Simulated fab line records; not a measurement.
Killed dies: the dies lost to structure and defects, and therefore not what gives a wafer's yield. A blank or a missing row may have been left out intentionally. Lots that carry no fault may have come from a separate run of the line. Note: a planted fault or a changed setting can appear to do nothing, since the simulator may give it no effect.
A struck lot beside a sound one || flow nand harc || 15 out of 1302 route steps
Sound: these wafers, L547.3, L547.4, L547.5. Struck: wafer L555.1 (L555.3, L555.5, from the same lot, were not struck and are left out); the cause is given at the end.
At each step with rows: each side's tool, then ch and its chambers, then its first start. Under that, the readings that differ: sound wafers || struck wafers || difference of the means || sigmas: that difference in standard deviations of wafers without a fault.
alike: words and numbers the same on both sides, and readings whose means are apart by under 2 such deviations; not compared: readings that were withheld, readings missing a value for some wafer, numbers with overlapping values and no deviation given by the record, and bounds like >300 which may hide the same value.
The two part at a step that has a row with sigmas, a row that says differs or no value, or rows on one side only. Numbers that don't overlap but have no deviation are shown without sigmas and don't part them. Lack of a reading on every wafer of one side parts them only where that side has two or more wafers.

NHARC_P_M0_OVL_MEAS_10: pitch 180 nm.
  sound on overlay-01 at day 8 07:54; struck on overlay-01 at day 11 11:49
{"reading": "overlay y nm (nm)", "sound": "1.8 2.1 1.6", "struck": -0.1, "difference": -1.9, "sigmas": -2}
  alike: overlay x nm
NHARC_P_M0_INSPECT_11:
  sound on defect inspect-01 at day 8 07:56; struck on defect inspect-01 at day 11 11:51
  alike: raw defect count
then, 1 step without rows for these wafers: NHARC_P_M0_DESCUM_14 (chemistry O2, time 3 s).
NHARC_P_M0_ETCH_34: etches the open film in N2/H2, target depth 40 nm, overetch 12 nm, time 43.94 s.
  sound on rie diel-06 ch 0,1, day 8 08:05; struck on rie diel-01 ch 2, day 11 12:08
  alike: drypump motor current A, oes product au, rf vpp V, showerhead plenum p Torr, throttle valve pct
  not compared: rf hours counter h
NHARC_P_M0_ETCH_15: etches the open film in C4F8/Ar, target depth 150 nm, overetch 15 nm, time 82.5 s.
  sound: rie diel-06 ch 0,2,3; struck: rie diel-01 ch 3
  alike: oes product au, rf vpp V
  not compared: rf hours counter h
NHARC_P_M0_CD_MEAS_16:
  sound on cd sem-03 at day 8 08:18; struck on cd sem-02 at day 11 12:28
  alike: cd nm
NHARC_P_M0_STRIP_18: strips in N2/H2.
  sound on rie diel-06 ch 0,2, day 8 08:24; struck on rie diel-01 ch 2, day 11 12:37
  alike: drypump motor current A, oes product au, rf vpp V, showerhead plenum p Torr, throttle valve pct
  not compared: rf hours counter h
then, 1 step without rows for these wafers: NHARC_P_M0_STRIP_19 (strips in post etch residue remover, time 600 s).
NHARC_P_M0_DEGAS_28: time 60 s.
  sound on pvd sputter-02 at day 8 08:55; struck on pvd sputter-02 at day 11 13:11
  alike: heater power w
then, 1 step without rows for these wafers: NHARC_P_M0_PRE_CLEAN_29 (time 30 s).
NHARC_P_M0_PVD_20: deposits TaN, target thk 5 nm, time 8.06 s.
  sound on pvd sputter-02; struck on pvd sputter-02
  alike: cathode dc power W, throttle valve pct
then, 1 step without rows for these wafers: NHARC_P_M0_PVD_21 (deposits Cu, target thk 30 nm, time 20.49 s).
NHARC_P_M0_ECD_22: material Cu, target thk 400 nm.
  sound on ecd cu-01 ch 0,1, day 8 09:22; struck on ecd cu-01 ch 0, day 11 13:33
  alike: bath heat duty pct
then, 1 step without rows for these wafers: NHARC_P_M0_ANNEAL_30 (time 90 s).
NHARC_P_M0_CMP_23: polishes, t overpolish 20 s, target thk 117.54 nm.
  sound on cmp-01 ch 1,3, day 8 10:01; struck on cmp-02 ch 2, day 11 14:16
{"reading": "time to endpoint s (s)", "sound": "37.6 29.0 29.3", "struck": 8.0, "difference": -24.0, "sigmas": -9}
  alike: motor current A

== WHERE THEY PART ==
First at NHARC_P_M0_OVL_MEAS_10; last, within this record, at NHARC_P_M0_CMP_23.

WHY: whatever the simulator had introduced
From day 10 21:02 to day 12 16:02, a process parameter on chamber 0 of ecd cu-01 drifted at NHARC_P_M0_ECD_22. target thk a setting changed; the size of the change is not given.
